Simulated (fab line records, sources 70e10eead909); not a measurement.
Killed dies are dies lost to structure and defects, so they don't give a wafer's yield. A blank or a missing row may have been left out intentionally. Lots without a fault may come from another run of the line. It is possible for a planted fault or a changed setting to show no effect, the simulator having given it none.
fab line records | flow nand-harc
[record] lots = 7 | wafers = 19 | last-day = 24
route steps=1159 shown A_SLIT@799 A_SIN_REMOVE@804 A_WL_FILL@809
lots untouched by any fault: they come from a run of this same line in which no faults occurred
start-h: start of the lot's first displayed wafer, in hours after the record's first day | wait-h: hours elapsed since this lot's preceding step | " the same as in the row above | L1.1+2: a single row standing in for several wafers | - value missing, or start not given | * or withheld: withheld | < > ~ a bound
route shown NAME@n: names a module that has steps shown in the file, with the first one's number in the route | usual: average and standard deviation across the fault-free wafers | same: alike in all rows | chamber/n: place in a boat | sites: readings site by site | _std_site: standard deviation across them | _edge_site: inner sites' mean taken away from outer sites' mean | radius-mm: for every site, how far away it sits from the centre of the wafer | mask NAME#n: copy n | behind: tool/chamber where the wafer was last shaped | hold: what put the lot on hold/how long, in hours/how the hold closed | device: the n, p or np transistor that did not switch | end of line: the same wafers' tests at the end of the route | for a step that has no rows: nothing shown but its recipe | killed: dies lost to structure and defects at the first sort, not the wafer's yield | map: shows each die of a wafer: x if killed, . if not, _ if none is there
set.NAME: the setting as run; set.NAME@STEP: as run at that earlier step | model.NAME: the simulator's own value behind a step, which no gauge read
certain route steps with their lots: each step a table, each wafer a row
services: the hour from which a tool's chamber was out of use, counted from the record's first day as start-h (under 0 if before that day), plus the number of hours and why
[[steps]]
[step NHARC_A_SLIT_ETCH_29]
[recipe] target-depth-a = 1000 | overetch-a = 100 | time-s = 55 | ion-energy-ev = 100 | cf4-flow-sccm = 80 | o2-flow-sccm = 20 | ar-flow-sccm = 0 | rf-w = 300 | bias-w = 100 | chemistry = CF4/O2
[usual] drypump-motor-current-A = 5.8/0.48 | oes-product-au = 1.002/0.015 | rf-vpp-V = 197.6/1.4 | showerhead-plenum-p-Torr = 1.32/0.052 | throttle-valve-pct = 13.398/0.01
lot.wafer | tool        | chamber | start-h | wait-h | drypump-motor-current-A | oes-product-au | rf-hours-counter-h | rf-vpp-V | showerhead-plenum-p-Torr | throttle-valve-pct
L552.2    | rie-diel-11 | 2       | 351.57  | 0.1    | 6.2                     | 0.980          | 12                 | 198.4    | 1.33                     | 13.401
L552.1    | "           | 0       | "       | "      | 5.9                     | 1.008          | 11                 | 196.2    | 1.31                     | 13.381
L552.5    | "           | 2       | "       | "      | 6.2                     | 0.983          | -                  | 198.6    | 1.33                     | 13.388
L556.4    | rie-diel-10 | 1       | 370.04  | 0.1    | 5.2                     | 1.006          | 1                  | 197.6    | 1.36                     | 13.404
L556.2    | "           | 3       | "       | "      | 5.7                     | 1.007          | 1                  | 198.1    | 1.38                     | 13.395
L556.6    | "           | 1       | "       | "      | 5.2                     | 1.001          | -                  | 199.2    | 1.36                     | 13.406
L565.1    | rie-diel-10 | 0       | 424.53  | 0.1    | 6.7                     | 1.017          | 3                  | 195.6    | 1.25                     | 13.398
L565.3    | "           | 1       | "       | "      | 5.2                     | 1.006          | 5                  | 198.7    | 1.36                     | 13.400
L565.5    | "           | 3       | "       | "      | 5.7                     | 0.998          | -                  | 197.8    | 1.38                     | 13.406
L566.1    | rie-diel-05 | 2       | 437.00  | 0.1    | 4.9                     | 0.996          | 6                  | 198.9    | 1.29                     | 13.386
L566.6    | "           | 2       | "       | "      | 4.9                     | 0.994          | -                  | 196.4    | 1.29                     | 13.400
L570.3    | rie-diel-05 | 2       | 447.06  | 0.1    | 4.9                     | 0.976          | 7                  | 197.7    | 1.29                     | 13.401
L570.1    | "           | 3       | "       | "      | 5.6                     | 0.989          | 7                  | 197.3    | 1.31                     | 13.397
L570.4    | "           | 0       | "       | "      | 6.0                     | 1.032          | 7                  | 194.8    | 1.25                     | 13.410
L568.3    | rie-diel-10 | 0       | 447.21  | 0.1    | 6.7                     | 1.005          | 6                  | 198.1    | 1.25                     | 13.422
L568.2    | "           | 1       | "       | "      | 5.2                     | 1.016          | 7                  | 197.8    | 1.36                     | 13.389
L571.2    | rie-diel-11 | 1       | 461.02  | 0.1    | 6.1                     | 0.978          | 9                  | 196.7    | 1.28                     | 13.383
L571.1    | "           | 2       | "       | "      | 6.2                     | 0.990          | 8                  | 197.6    | 1.33                     | 13.394
L571.6    | "           | 3       | "       | "      | 5.8                     | 0.986          | -                  | 199.6    | 1.38                     | 13.404
[step NHARC_A_SLIT_STRIP_18]
[recipe] o2-flow-sccm = 500 | ar-flow-sccm = 0 | bias-w = 0 | chemistry = O2
[usual] drypump-motor-current-A = 5.8/0.48 | oes-product-au = 1.002/0.015 | rf-vpp-V = 57.8/0.86 | showerhead-plenum-p-Torr = 3.49/0.13 | throttle-valve-pct = 17.036/0.0098
lot.wafer | tool        | chamber | start-h | wait-h | drypump-motor-current-A | oes-product-au | rf-hours-counter-h | rf-vpp-V | showerhead-plenum-p-Torr | throttle-valve-pct
L552.2    | rie-diel-11 | 3       | -       | -      | 5.8                     | 0.991          | 11                 | 57.7     | 3.64                     | 17.033
L552.1    | "           | 0       | "       | "      | 5.9                     | 1.005          | 11                 | 57.6     | 3.46                     | 17.017
L552.5    | "           | 2       | "       | "      | 6.2                     | 0.985          | -                  | 58.5     | 3.52                     | 17.034
L556.4    | rie-diel-10 | 1       | -       | -      | 5.2                     | 1.011          | 1                  | 56.4     | 3.60                     | 17.044
L556.2    | "           | 2       | "       | "      | 6.3                     | 1.025          | 1                  | 59.3     | 3.74                     | 17.034
L556.6    | "           | 0       | "       | "      | 6.6                     | 1.006          | -                  | 58.0     | 3.32                     | 17.055
L565.1    | rie-diel-10 | 1       | -       | -      | 5.2                     | 1.009          | 5                  | 58.1     | 3.60                     | 17.023
L565.3    | "           | 2       | "       | "      | 6.3                     | 1.024          | 5                  | 57.5     | 3.74                     | 17.032
L565.5    | "           | 1       | "       | "      | 5.2                     | 0.997          | -                  | 58.0     | 3.60                     | 17.046
L566.1    | rie-diel-05 | 0       | -       | -      | 6.0                     | 1.035          | 6                  | 56.5     | 3.32                     | 17.058
L566.6    | "           | 2       | "       | "      | 5.0                     | 1.004          | -                  | 58.2     | 3.41                     | 17.038
L570.4    | rie-diel-05 | 1       | -       | -      | 5.7                     | 1.009          | 6                  | 57.9     | 3.37                     | 17.028
L570.1    | "           | 2       | "       | "      | 5.0                     | 0.984          | 7                  | 57.1     | 3.41                     | 17.034
L570.3    | "           | 3       | "       | "      | 5.6                     | 0.993          | 7                  | 58.5     | 3.48                     | 17.020
L568.3    | rie-diel-10 | 3       | -       | -      | 5.7                     | 0.997          | 6                  | 57.0     | 3.63                     | 17.043
L568.2    | "           | 2       | "       | "      | 6.4                     | 1.043          | 7                  | 57.6     | 3.74                     | 17.028
L571.2    | rie-diel-11 | 2       | -       | -      | 6.2                     | 0.996          | 8                  | 57.5     | 3.52                     | 17.044
L571.1    | "           | 1       | "       | "      | 6.2                     | 0.973          | 9                  | 56.5     | 3.40                     | 17.046
L571.6    | "           | 3       | "       | "      | 5.8                     | 0.978          | -                  | 57.8     | 3.63                     | 17.049
[step NHARC_A_SLIT_PRECLEAN_19]
[recipe] time-s = * | temp-c = 50 | bath-age-min = 0 | chemistry = SC1
[step NHARC_A_SLIT_SRD_20]
[step NHARC_A_SLIT_CD_MEAS_21]
[usual] cd-nm = 289.7/1.1
lot.wafer | tool      | chamber | start-h | wait-h | cd-nm
L552.1    | cd-sem-01 | -       | 352.11  | -      | 289.6
L552.2    | "         | -       | "       | "      | 288.6
L552.5    | "         | -       | "       | "      | 288.8
L556.2    | cd-sem-01 | -       | 370.56  | -      | 290.4
L556.4    | "         | -       | "       | "      | 290.1
L556.6    | "         | -       | "       | "      | 291.7
L565.1    | cd-sem-01 | -       | 425.06  | -      | 288.5
L565.3    | "         | -       | "       | "      | 290.8
L565.5    | "         | -       | "       | "      | 289.4
L566.1    | cd-sem-01 | -       | 437.56  | -      | 288.6
L566.6    | "         | -       | "       | "      | 289.7
L570.1    | cd-sem-03 | -       | 447.59  | -      | 290.8
L570.3    | "         | -       | "       | "      | 289.8
L570.4    | "         | -       | "       | "      | 288.9
L568.2    | cd-sem-03 | -       | 447.76  | -      | 290.5
L568.3    | "         | -       | "       | "      | 288.1
L571.1    | cd-sem-02 | -       | 461.55  | -      | 288.5
L571.2    | "         | -       | "       | "      | 290.0
L571.6    | "         | -       | "       | "      | 288.9
[step NHARC_A_SIN_REMOVE_WET_00]
[recipe] temp-c = 160 | time-s = 15300 | chemistry = H3PO4
[step NHARC_A_SIN_REMOVE_PRECLEAN_01]
[recipe] time-s = * | temp-c = 50 | bath-age-min = 0 | chemistry = SC1
[step NHARC_A_SIN_REMOVE_SRD_02]
[step NHARC_A_SIN_REMOVE_INSPECT_04]
[usual] raw-defect-count = 290/67
lot.wafer | tool              | chamber | start-h | wait-h | raw-defect-count
L552.1    | defect-inspect-01 | -       | 359.79  | 0.0    | 276
L552.2    | "                 | -       | "       | "      | 239
L552.5    | "                 | -       | "       | "      | 311
L556.2    | defect-inspect-02 | -       | 378.30  | 0.0    | 357
L556.4    | "                 | -       | "       | "      | 461
L556.6    | "                 | -       | "       | "      | 458
L565.1    | defect-inspect-01 | -       | 430.71  | 0.0    | 332
L565.3    | "                 | -       | "       | "      | 306
L565.5    | "                 | -       | "       | "      | 298
L566.1    | defect-inspect-02 | -       | 445.34  | 0.0    | 295
L566.6    | "                 | -       | "       | "      | 236
L570.1    | defect-inspect-02 | -       | 455.23  | 0.0    | 357
L570.3    | "                 | -       | "       | "      | 302
L570.4    | "                 | -       | "       | "      | 275
L568.2    | defect-inspect-01 | -       | 455.23  | 0.0    | 262
L568.3    | "                 | -       | "       | "      | 251
L571.1    | defect-inspect-02 | -       | 469.27  | 0.0    | 177
L571.2    | "                 | -       | "       | "      | 280
L571.6    | "                 | -       | "       | "      | 204
[step NHARC_A_WL_FILL_ALD_00]
[recipe] target-thk-a = 30 | pulse-time-s = 3 | ald-cycles = 30 | temp-c = 300 | material = Al2O3
[usual] ald-cycles = 30/0 | heater-power-w = 455/34 | precursor-pulse-height-rel = 0.999/0.022
lot.wafer | tool      | chamber | start-h | wait-h | ald-cycles | heater-power-w | precursor-pulse-height-rel
L552.2    | ald-hk-04 | 1       | 359.89  | 0.1    | 30         | 450            | 0.998
L552.1    | "         | 3       | "       | "      | 30         | 498            | 0.967
L552.5    | "         | 1       | "       | "      | 30         | 444            | 0.988
L556.2    | ald-hk-03 | 3       | 378.39  | 0.1    | 30         | 451            | 1.002
L556.4    | "         | 1       | "       | "      | 30         | 406            | 0.996
L556.6    | "         | 2       | "       | "      | 30         | 412            | 0.992
L565.1    | ald-hk-04 | 2       | 430.79  | 0.1    | 30         | 385            | 0.999
L565.3    | "         | 0       | "       | "      | 30         | 428            | 1.047
L565.5    | "         | 2       | "       | "      | 30         | 368            | 0.987
L566.1    | ald-hk-02 | 3       | 448.29  | 2.9    | 30         | 457            | 1.013
L566.6    | "         | 3       | "       | "      | 30         | 443            | 0.993
L570.1    | ald-hk-03 | 3       | 455.29  | 0.1    | 30         | 452            | 0.990
L570.3    | "         | 0       | "       | "      | 30         | 496            | 1.033
L570.4    | "         | 2       | "       | "      | 30         | 416            | 1.008
L568.3    | ald-hk-02 | 0       | 455.35  | 0.1    | 30         | 512            | 1.004
L568.2    | "         | 1       | "       | "      | 30         | 457            | 0.979
L571.2    | ald-hk-03 | 1       | 471.05  | 1.8    | 30         | 421            | 0.993
L571.1    | "         | 3       | "       | "      | 30         | 451            | 0.992
L571.6    | "         | 1       | "       | "      | 30         | 421            | 0.988
[step NHARC_A_WL_FILL_RTA_01]
[recipe] temp-c = 1000 | time-s = 5
[usual] lamp-power-pct = 32.99/0.12 | wafer_temp_C_max = 1004.6/1.1
lot.wafer | tool          | chamber | start-h | wait-h | lamp-power-pct | wafer_temp_C_max
L552.1    | rtp-anneal-02 | 0       | 360.14  | -      | 33.06          | 1003.4
L552.2    | "             | 0       | "       | "      | 33.08          | 1003.7
L552.5    | "             | 0       | "       | "      | 33.03          | 1004.0
L556.2    | rtp-anneal-02 | 0       | 378.65  | -      | 33.11          | 1003.9
L556.4    | "             | 0       | "       | "      | 33.07          | 1004.1
L556.6    | "             | 0       | "       | "      | 33.08          | 1004.6
L565.1    | rtp-anneal-01 | 0       | 431.19  | -      | 32.86          | 1004.2
L565.3    | "             | 0       | "       | "      | 32.84          | 1006.3
L565.5    | "             | 0       | "       | "      | 32.87          | 1006.5
L566.1    | rtp-anneal-02 | 0       | 448.52  | -      | 33.14          | 1005.0
L566.6    | "             | 0       | "       | "      | 33.07          | 1002.9
L570.1    | rtp-anneal-01 | 0       | 455.55  | -      | 32.81          | 1005.6
L570.3    | "             | 0       | "       | "      | 32.83          | 1005.4
L570.4    | "             | 0       | "       | "      | 32.79          | 1005.2
L568.2    | rtp-anneal-02 | 0       | 455.58  | -      | 33.07          | 1004.0
L568.3    | "             | 0       | "       | "      | 33.07          | 1005.9
L571.1    | rtp-anneal-01 | 0       | 471.31  | -      | 32.79          | 1006.0
L571.2    | "             | 0       | "       | "      | 32.86          | 1004.4
L571.6    | "             | 0       | "       | "      | 32.79          | 1005.6
[step NHARC_A_WL_FILL_ALD_02]
[recipe] target-thk-a = 20 | pulse-time-s = 3 | ald-cycles = 100 | temp-c = 450 | material = TiN
[usual] ald-cycles = 100/0 | heater-power-w = 1088/150 | precursor-pulse-height-rel = 0.999/0.019
lot.wafer | tool         | chamber | start-h | wait-h | ald-cycles | heater-power-w | precursor-pulse-height-rel
L552.2    | ald-metal-02 | 2       | 360.35  | 0.2    | 100        | 1229           | 0.994
L552.1    | "            | 1       | "       | "      | 100        | 1336           | 0.977
L552.5    | "            | 3       | "       | "      | 100        | 974            | 0.973
L556.2    | ald-metal-03 | 0       | 378.84  | 0.2    | 100        | 1041           | 1.029
L556.4    | "            | 2       | "       | "      | 100        | 939            | 1.020
L556.6    | "            | 1       | "       | "      | 100        | 939            | 1.026
L565.3    | ald-metal-02 | 1       | 431.41  | 0.1    | 65         | 1371           | 0.991
L565.1    | "            | 0       | "       | "      | 65         | 879            | 0.984
L565.5    | "            | 2       | "       | "      | 100        | 1236           | 0.993
L566.1    | ald-metal-02 | 3       | 448.82  | 0.3    | 65         | 993            | 1.005
L566.6    | "            | 1       | "       | "      | 100        | 1377           | 0.987
L570.3    | ald-metal-04 | 2       | 455.77  | 0.1    | 100        | 1006           | 0.981
L570.4    | "            | 3       | "       | "      | 100        | 1168           | 0.990
L570.1    | "            | 1       | "       | "      | 100        | 952            | 1.013
L568.3    | ald-metal-02 | 1       | 455.77  | 0.1    | 65         | 1397           | 1.011
L568.2    | "            | 0       | "       | "      | 100        | 917            | 1.022
L571.1    | ald-metal-03 | 1       | 471.53  | 0.2    | 100        | 941            | 1.003
L571.2    | "            | 2       | "       | "      | 100        | 927            | 0.986
L571.6    | "            | 2       | "       | "      | 100        | 932            | 1.015
[[services]]
tool         | chamber | start-h | hours | kind
rie-diel-05  | 1       | 330.50  | 5.7   | repair
rie-diel-10  | 0       | 332.64  | -     | clean
rie-diel-10  | -       | 333.76  | 0.2   | repair
rie-diel-05  | -       | 340.62  | 9.0   | pm
ald-metal-04 | 1       | 342.33  | 14.6  | repair
rie-diel-10  | -       | 353.64  | 9.0   | pm
rie-diel-05  | 1       | 362.97  | 5.0   | repair
ald-metal-02 | -       | 364.00  | 10.0  | pm
rie-diel-11  | -       | 366.50  | 9.0   | pm
ald-hk-04    | -       | 367.24  | 10.0  | pm
ald-metal-03 | -       | 372.95  | 2.2   | repair
ald-metal-04 | 0       | 373.56  | 5.5   | repair
ald-metal-04 | 1       | 375.26  | 2.2   | repair
rie-diel-05  | -       | 389.82  | 0.7   | repair
rie-diel-05  | 1       | 401.76  | 4.1   | repair
ald-metal-03 | 0       | 404.67  | 18.3  | repair
ald-metal-04 | -       | 406.00  | 10.0  | pm
rie-diel-11  | 0       | 410.46  | 4.4   | repair
ald-hk-02    | -       | 435.31  | 0.8   | repair
ald-metal-03 | -       | 450.49  | 1.7   | repair
rie-diel-05  | 1       | 460.90  | 3.3   | repair
rie-diel-05  | 2       | 461.31  | 5.2   | repair
rie-diel-11  | 0       | 465.47  | 8.2   | repair
ald-metal-03 | 3       | 469.91  | 4.4   | repair
[[key]]
[first-sign] step = NHARC_A_WL_FILL_ALD_02 | reading = ald-cycles | direction = down | sigmas = 99+ | usual = 100 | struck = 65
effect none on later readings
met-at NHARC_A_WL_FILL_ALD_02
struck-wafers L565.1,L565.3,L566.1,L568.3
tester-left-out L565,L566,L568
onset-between 360.35 431.41
[fault] kind = process-parameter-drift | tool = ald-metal-02 | chamber = - | onset-h = 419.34 | steps = NHARC_A_WL_FILL_ALD_02 | channel = ald-cycles | offset = -35 | shape = step | end-h = 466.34 | scope = struck-wafers-only | acts-in = these-recipes-only | stated = 100
// tester-left-out: of these lots the tester's yield and bins aren't shown, on N5 and GAA mostly nor the transistor test; their killed dies are dies lost to structure and defects alone, not to doping, threshold or leakage, so they don't give the yield
